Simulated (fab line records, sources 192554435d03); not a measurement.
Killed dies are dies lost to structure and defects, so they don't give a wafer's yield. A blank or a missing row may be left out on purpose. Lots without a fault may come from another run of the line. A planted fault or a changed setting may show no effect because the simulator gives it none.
fab line records | flow n5_finfet
record lots=5 wafers=13 last_day=18
route steps=1938 shown BEOL_M4@1099 BEOL_M5@1112 BEOL_M7@1305 PASSIVATION@1936
lots that met no fault: from a run of the same line without faults
start_h: hours from the record's first day to the start of the lot's first wafer shown | wait_h: hours since the lot's step before | " the same as in the row above | L1.1+2: a row that stands for several wafers | - no value, or no start given | * or withheld: withheld | < > ~ a bound
route shown NAME@n: a module of which the file shows steps, and the number in the route of the first | usual: mean/standard deviation of fault-free wafers | same: alike in all rows | chamber/n: place in a boat | sites: the reading at each site | _std_site: their standard deviation | _edge_site: outer sites' mean less inner sites' | radius_mm: how far each site lies from the wafer's centre | mask NAME#n: copy n | behind: the tool/chamber that last shaped the wafer | hold: why the lot was held/for how many hours/how that ended | device: the transistor (n, p or np) that didn't switch | end of line: the same wafers' tests at the end of the route | a step without rows: its recipe alone | killed: dies lost to structure and defects at the first sort, not the wafer's yield | map: a wafer's dies, x killed, . not, _ none there
set.NAME: the setting as run; set.NAME@STEP: as run at that earlier step | model.NAME: the simulator's own value behind a step, which no gauge read
lots at some steps of the route; a table a step, a row a wafer
services: from which hour (start_h, from the record's first day; less than 0 if before it) a tool's chamber was out of use, for how many hours, and why
## steps
# step N5_BEOL_M4_ANNEAL_95
# recipe temp_c=400 time_s=240 ambient=vacuum
# step N5_BEOL_M4_SPUTTER_96
# recipe material=Cu target_thk_a=45 temp_c=-20 chamber_pressure_pa=0.07 power_w=withheld time_s=8.29
# step N5_BEOL_M4_ECD_50
# recipe material=Cu target_thk_a=3000
# step N5_BEOL_M4_ANNEAL_51
# recipe temp_c=225 time_s=90 ambient=N2
# step N5_BEOL_M4_CMP_52
# recipe stop_on=SiOC t_overpolish_s=6.8 down_force_psi=1 platen_rpm=50 clearing_platen_down_force_psi=1.5 clearing_platen_rpm=50 post_cmp_clean=cu_alkaline target_thk_nm=40 clearing_platen_pad_velocity_m_s=0.99484 pad_velocity_m_s=0.99484
# step N5_BEOL_M4_PRE_CLEAN_60
# recipe gas=NH3/H2 time_s=15 temp_c=* rf_power_w=300
# step N5_BEOL_M4_CO_CAP_55
# recipe material=Co target_thk_a=20 temp_c=200 precursor=CCTBA/H2 pressure_torr=30 time_s=102.1
# step N5_BEOL_M4_PRE_CLEAN_56
# recipe gas=NH3 time_s=15 temp_c=withheld rf_power_w=300
# step N5_BEOL_M4_DEP_57
# recipe material=SiCN target_thk_a=80 temp_c=withheld precursor=3MS/NH3 pressure_torr=3 rf_w=202 time_s=14
# step N5_BEOL_M4_RC_MEAS_101
# usual DIBL_N=36.0/1.7 DIBL_P=36.0/2 IOFF_N=0.156/0.028 IOFF_P=0.21/0.04 ION_N=673/12 ION_P=463/8.3 SS_N=71.4/0.6 SS_P=73.3/0.66 VT_N=250/3 VT_P=-250/3.8
# columns lot.wafer tool chamber start_h wait_h DIBL_N[mV/V] DIBL_P[mV/V] IOFF_N[nA/um] IOFF_P[nA/um] ION_N[uA/um] ION_P[uA/um] SS_N[mV/dec] SS_P[mV/dec] VT_N[mV] VT_P[mV]
L305.1 prober-02 0 226.85 0.0 33.4 33.8 0.127 0.20 668 462 71.3 72.1 252 -246
L305.2 " 0 " " 34.8 35.0 0.141 0.22 662 458 72.1 73.4 254 -246
L305.6 " 0 " " 32.9 32.3 0.119 0.19 663 456 71.0 72.1 255 -246
L312.2 prober-02 0 274.30 0.2 36.8 36.6 0.163 0.23 694 475 71.6 72.9 247 -247
L312.6 " 0 " " 38.3 37.1 0.164 0.23 673 463 72.0 73.0 250 -249
L313.1 prober-01 0 275.71 0.0 35.7 36.7 0.141 0.18 662 453 72.3 73.5 254 -254
L313.3 " 0 " " 35.4 36.5 0.145 0.18 663 449 71.9 73.8 252 -253
L313.5 " 0 " " 37.9 38.8 0.180 0.21 670 445 72.7 74.4 251 -254
L314.3 prober-02 0 289.77 0.3 35.5 36.0 0.147 0.20 680 464 70.5 73.3 249 -251
L314.4 " 0 " " 34.5 33.5 0.130 0.17 662 452 70.3 72.1 253 -253
L318.3 prober-02 0 312.89 0.3 37.0 38.0 0.186 0.23 682 463 71.3 73.9 247 -249
L318.4 " 0 " " 38.8 40.0 0.218 0.26 711 480 72.0 74.3 244 -247
L318.5 " 0 " " 36.3 37.7 0.167 0.21 698 474 71.3 73.4 250 -252
# step N5_BEOL_M5_ILD_DEP_00
# recipe material=SiCOH_lowk target_thk_a=1406.4 temp_c=300 precursor=DEMS/porogen pressure_torr=5 rf_w=500 time_s=25.9
# step N5_BEOL_M5_CURE_79
# recipe temp_c=385 time_s=240 ambient=He/Ar material=SiCOH_lowk
# step N5_BEOL_M5_PECVD_70
# recipe material=SiO2 target_thk_a=160 temp_c=400 precursor=TEOS/O2 pressure_torr=5.5 rf_w=450 teos_flow_sccm=53.8 gas=O2 flow_sccm=3000 time_s=18
# step N5_BEOL_M5_HM_DEP_02
# recipe material=TiN target_thk_a=200 temp_c=25 chamber_pressure_pa=0.49996
# step N5_BEOL_M5_COAT_59
# recipe resist=SOC temp_c=250 time_s=60 spin_rpm=1500 resist_thk_nm=60
# step N5_BEOL_M5_COAT_60
# recipe resist=SiARC temp_c=220 time_s=60 spin_rpm=1500 resist_thk_nm=12
# step N5_BEOL_M5_COAT_71
# recipe resist=underlayer temp_c=205 time_s=60 spin_rpm=1500 resist_thk_nm=5
# step N5_BEOL_M5_COAT_05
# recipe resist=CAR-EUV spin_rpm=1500 resist_thk_nm=30
# step N5_BEOL_M5_EBR_07
# recipe solvent=PGMEA ebr_width_mm=1.5
# step N5_BEOL_M5_SOFTBAKE_06
# recipe temp_c=110 time_s=60 resist=CAR-EUV
# step N5_BEOL_M5_EXPOSE_08
# recipe mask_id=M5 na=0.33 source_shape=annular sigma_inner=0.4 sigma_outer=0.8 polarization=unpolarized target_cd_nm=28 dose_mj=35.75
# step N5_BEOL_M5_PEB_09
# recipe peb_temp_c=100 peb_time_s=60 resist=CAR-EUV
# step N5_BEOL_M5_DEVELOP_10
# recipe develop_time_s=30 developer=TMAH resist=CAR-EUV rinse_liquid=surfactant_rinse dry=air_spin dev_temp_c=23
# step N5_BEOL_M5_DESCUM_16
# recipe chemistry=O2 time_s=7 source_power_w=50 bias_power_w=20 pressure_mtorr=20 rf_frequency_hz=2.712e+07 temp_c=40 resist=CAR-EUV o2_flow_sccm=225
# step N5_BEOL_M5_ETCH_72
# recipe chemistry=N2/H2 target=underlayer target_depth_a=65 mask_material=CAR-EUV time_s=5.2 ion_energy_ev=200 pressure_mtorr=30 source_w=840 bias_w=150 n2_flow_sccm=200 h2_flow_sccm=200 ends=cleared
# step N5_BEOL_M5_ETCH_61
# recipe chemistry=CF4 target=SiARC target_depth_a=156 mask_material=CAR-EUV time_s=26 ion_energy_ev=80 pressure_mtorr=40 source_w=545 bias_w=36 Ar_flow_sccm=100 cf4_flow_sccm=100 ends=cleared
# step N5_BEOL_M5_ETCH_62
# recipe chemistry=N2/H2 target=SOC target_depth_a=750 overetch_a=150 mask_material=SiARC temp_c=40 time_s=112.5 ion_energy_ev=200 pressure_mtorr=30 source_w=840 bias_w=150 n2_flow_sccm=200 h2_flow_sccm=200
# step N5_BEOL_M5_STRIP_63
# recipe chemistry=N2/H2 temp_c=40 n2_flow_sccm=200 h2_flow_sccm=200 rf_frequency_hz=6e+07
# step N5_BEOL_M5_STRIP_73
# recipe chemistry=N2/H2 temp_c=40 n2_flow_sccm=200 h2_flow_sccm=200 rf_frequency_hz=6e+07
# step N5_BEOL_M5_STRIP_64
# recipe chemistry=CF4 resist=SiARC power_w=300 bias_power_w=75 pressure_mtorr=50 cf4_flow_sccm=150 rf_frequency_hz=6e+07
# step N5_BEOL_M5_HM_OPEN_17
# recipe chemistry=Cl2/BCl3 target_depth_a=200 overetch_a=60 target=TiN mask_material=SOC ion_energy_ev=150 pressure_mtorr=10 icp_w=1000 bias_w=126 Cl2_flow_sccm=53.25 bcl3_flow_sccm=21.75 Ar_flow_sccm=25
# step N5_BEOL_M5_STRIP_19
# recipe chemistry=O2 power_w=400 temp_c=40 pressure_mtorr=30 rf_frequency_hz=6e+07 bias_power_w=0 overash_fraction=0.2 o2_flow_sccm=225
# step N5_BEOL_M5_COAT_65
# recipe resist=SOC temp_c=250 time_s=60 spin_rpm=1500 resist_thk_nm=60
# step N5_BEOL_M5_COAT_66
# recipe resist=SiARC temp_c=220 time_s=60 spin_rpm=1500 resist_thk_nm=12
# step N5_BEOL_M7_VIA_ETCH_34
# recipe chemistry=C4F6/O2 target=SiCOH_lowk target_depth_a=1255 mask_material=SOC taper_deg=4 time_s=50.5 ion_energy_ev=250 pressure_mtorr=30 source_w=345 bias_w=185 Ar_flow_sccm=300 C4F6_flow_sccm=10 O2_flow_sccm=10
# usual bias_w=185.0/0.54 drypump_motor_current_A=5.9/0.5 oes_product_au=0.83/0.09 rf_vpp_V=659/9.6 run_length_s=74.0/0.35 showerhead_plenum_p_Torr=2.87/0.091 throttle_valve_pct=20.82/0.22
# columns lot.wafer tool chamber start_h wait_h bias_w drypump_motor_current_A oes_product_au rf_hours_counter_h rf_vpp_V run_length_s showerhead_plenum_p_Torr throttle_valve_pct model.etch.depth_nm model.SOC_of_BEOL_M7_COAT_63.thk_nm
L305.1 rie_diel-04 1 257.29 0.0 184.0 5.4 0.96 4 666 74.2 2.92 20.52 127 54
L305.2 " 2 " " 185.1 5.7 0.67 265 666 73.7 2.93 21.02 125.2 54.4
L305.6 " 0 " " 185.2 5.4 0.93 - 671 74.0 2.90 21.04 126.3 54.2
L312.2 rie_diel-04 2 297.75 0.0 - 5.7 1.02 1 665 64.4 2.93 20.60 104.3 55
L312.6 " 0 " " 185.1 5.4 0.89 - 671 74.0 2.89 21.03 124.9 54.2
L313.1 rie_diel-04 2 299.95 0.0 184.7 5.7 1.00 2 668 74.4 2.93 20.61 129.8 53.4
L313.3 " 0 " " - 5.4 0.89 27 670 64.3 2.89 21.05 100.9 55
L313.5 " 3 " " 185.2 5.5 0.85 - 646 74.2 3.01 20.51 123.7 53.6
L314.3 rie_diel-04 3 318.05 0.0 - 5.5 0.85 57 645 64.5 3.01 20.53 100.9 55
L314.4 " 0 " " 184.9 5.4 0.87 32 669 74.2 2.89 21.05 124.8 53.8
L318.3 rie_diel-05 2 344.10 0.0 185.4 6.5 0.83 - 648 74.3 2.78 20.92 123.4 54.2
L318.4 " 1 " " 185.1 5.6 0.73 - 645 74.2 2.73 20.84 123.2 54.2
L318.5 " 2 " " 184.9 6.5 0.83 - 649 73.9 2.78 20.94 123 53.8
# step N5_PASSIVATION_PROBE_49
# usual defect_limited_yield=91.6/1.6 killed_at_M0_to_M3=31/10 killed_at_M4_up=14/6.3 killed_at_contacts=12/6.1 killed_at_front_end=39/12 killed_at_other=3.7/2.8 killed_dies=100/19 killed_on_rim=13/4.2 killed_open=66/14 killed_short=33/8.1 sort_bin_5_function=5.0/1.1 sort_bin_6_memory=3.2/0.66 sort_n_pass=1080/18 sort_yield_pct=91.6/1.6
# same gross_dies=1180 killed_at_back_side=0 sort_bin_4_leakage[%]=0 sort_bin_8_speed[%]=0
# columns lot.wafer tool chamber start_h wait_h defect_limited_yield[%] killed_at_M0_to_M3 killed_at_M4_up killed_at_contacts killed_at_front_end killed_at_other killed_dies killed_on_rim killed_open killed_short sort_bin_5_function[%] sort_bin_6_memory[%] sort_n_pass sort_yield_pct[%]
L312.2 prober-02 - 376.75 0.1 87.2 30 38 17 60 6 151 31 83 46 8.2 4.0 1029 87.2
L313.1 prober-01 - 382.68 0.0 90.4 27 6 11 66 3 113 11 78 35 5.6 3.7 1067 90.4
L313.3 prober-01 - 382.78 0.1 80.8 30 148 14 32 2 226 52 59 30 15.7 3.1 954 80.8
L313.5 prober-01 - 382.88 0.2 92.5 29 7 10 38 4 88 12 53 35 4.4 2.5 1092 92.5
L314.3 prober-01 - 393.30 0.1 78.0 32 151 29 45 3 260 56 89 27 17.9 4.1 920 78.0
# killed by level:class
L312.2 BEOL_M7:area_etch=18 FIN_SAQP:geometric_particle:short=15 FIN_SAQP:geometric_particle:open=15 BEOL_M4:geometric_particle:open=14 MOL_CONTACT_COAG:geometric_particle:open=13 BEOL_M0_SAQP:geometric_particle:short=8 BEOL_M2:geometric_particle:open=6 DUMMY_GATE:geometric_particle:open=6
L313.1 STI_FIN_REVEAL:geometric_particle:open=19 FIN_SAQP:geometric_particle:open=18 MOL_CONTACT_COAG:geometric_particle:open=9 BEOL_M0_SAQP:geometric_particle:short=9 STI_FIN_REVEAL:geometric_particle:short=6 BEOL_M3:geometric_particle:open=6 BEOL_M2:geometric_particle:open=5 GATE_CUT:geometric_particle:open=4
L313.3 BEOL_M7:area_etch=135 MOL_CONTACT_COAG:geometric_particle:open=11 BEOL_M0_SAQP:geometric_particle:short=7 BEOL_M2:geometric_particle:open=6 BEOL_M4:geometric_particle:open=6 FIN_SAQP:geometric_particle:open=5 BEOL_M1:geometric_particle:open=5 BEOL_M3:geometric_particle:open=5
L313.5 BEOL_M3:geometric_particle:open=12 FIN_SAQP:geometric_particle:short=8 FIN_SAQP:geometric_particle:open=6 MOL_CONTACT_COAG:geometric_particle:open=6 BEOL_M2:geometric_particle:open=6 STI_FIN_REVEAL:geometric_particle:open=5 DUMMY_GATE:geometric_particle:open=5 ILD0:geometric_particle:short=5
L314.3 BEOL_M7:area_etch=142 MOL_CONTACT_COAG:geometric_particle:open=25 STI_FIN_REVEAL:geometric_particle:open=14 FIN_SAQP:geometric_particle:open=10 BEOL_M3:geometric_particle:open=10 BEOL_M0_SAQP:geometric_particle:short=8 BEOL_M0_SAQP:geometric_particle:open=7 FIN_SAQP:geometric_particle:short=5
# map L312.2 (x killed, . not)
_________________.....x......________________
______________..............x..._____________
___________................x.......__________
__________..........x..............._________
________..........x..................._______
_______..........x.....x...x........x..______
______............x....................x_____
_____......x........x...x.x..............____
____....x.........xx....x......x....x.....___
___...........x............................__
___...x.x...........xx...........x....x....__
__.x...xx.........x...........x............._
__.........xx....x...x....x.........x......._
_....xx....................x.........x...x...
_......x...........................x...x...x.
_x........x..........x....x..................
_......x.x.............x.x...................
_........x..x........x.x..................x..
_...........x.....x.......x.....x...x....x...
_.x.......xx............x.......x.......x...x
_...xx.x...............x..x....xx.x.........x
__..x...............x..x.......x...x......x._
__........................................xx_
___...x...................x..x.............__
___xx...........x..........................__
____xxxx..x....x.............xx.x........x___
_____x...x......x..................x..x..____
______x..............x..........x..x.xx._____
_______..xx...........x.x...x..x...x.x.______
________xxxx.x....x....x.......x...xx._______
__________x.x......xx..............._________
___________......xx.........x.....x__________
______________x.x.......x.....x._____________
_________________.x........xx________________
# map L313.3 (x killed, . not)
_________________......x.....________________
______________.................._____________
___________........................__________
__________..........x..............._________
________....x...x....................._______
_______............x.....xx.......x....______
______...........................x......_____
_____..............x.x...................____
____.............x........................___
___.x.x........................xx...x....xx__
___....x............x..x............x......__
__x..............x....x...x..x.........x...x_
__x.x.........x...x........x......x.......x._
_xxx.........x....x........x.................
_xxx.......x....x....x.......................
_xx..x...........................xx........x.
_x...x....xx..........x......................
_x.x..xxx...xxx..........x...................
_x.x....xx.x...x..........x...x..............
_....xx.........x.x..........................
_.......xxx.......x..................x.......
__x..x...x..xx..x.x..x..xx.................._
__....xxx..................................._
___..xxxxxx.x.........................x....__
___x.x.x.x............x................x...__
____xxx.x..xxx...x..................x..x.x___
_____xx..xx...........x....x.x.....xxxxx.____
______x........xxx..x.......x....xxx.xxx_____
_______.....x...xxxxx.xx..x..x..x.xxxxx______
________..x.........xx..x.xx.xxxxxxxxx_______
__________.x..x..x.xx.x.xx....xxxxxx_________
___________......xx.xxx.x.x....xxxx__________
______________.xxxxxxxxxxx..xxx._____________
_________________xx.xxxxx...x________________
## services
# columns tool chamber start_h hours kind
rie_diel-04 2 265.06 - clean
rie_diel-04 2 265.06 - consumable_replace:focus_ring
rie_diel-04 2 265.06 27.9 scheduled_down
rie_diel-04 2 265.06 27.9 vent_cycle
rie_diel-05 0 324.47 - clean
rie_diel-05 0 324.47 - consumable_replace:focus_ring
rie_diel-05 0 324.47 21.5 scheduled_down
rie_diel-05 0 324.47 21.5 vent_cycle
## key
first_sign step=N5_BEOL_M7_VIA_ETCH_34 reading=run_length_s direction=down sigmas=27 usual=* struck=*
effect step=N5_PASSIVATION_PROBE_49 reading=killed_at_M4_up direction=up sigmas=16 usual=14 struck=112
model_effect step=N5_BEOL_M7_VIA_ETCH_34 value=etch.depth_nm without=126.2 struck=102
more_kills_born_at N5_BEOL_M7_VIA_ETCH_34@rie_diel-04=295
met_at N5_BEOL_M7_VIA_ETCH_34
struck_wafers L312.2,L313.3,L314.3
onset_between 257.29 297.75
fault kind=process_parameter_drift tool=rie_diel-04 chamber=- onset_h=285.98 steps=N5_BEOL_M7_VIA_ETCH_34 channel=time_s offset=* shape=step end_h=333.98 scope=struck_wafers_only acts_in=* stated=*
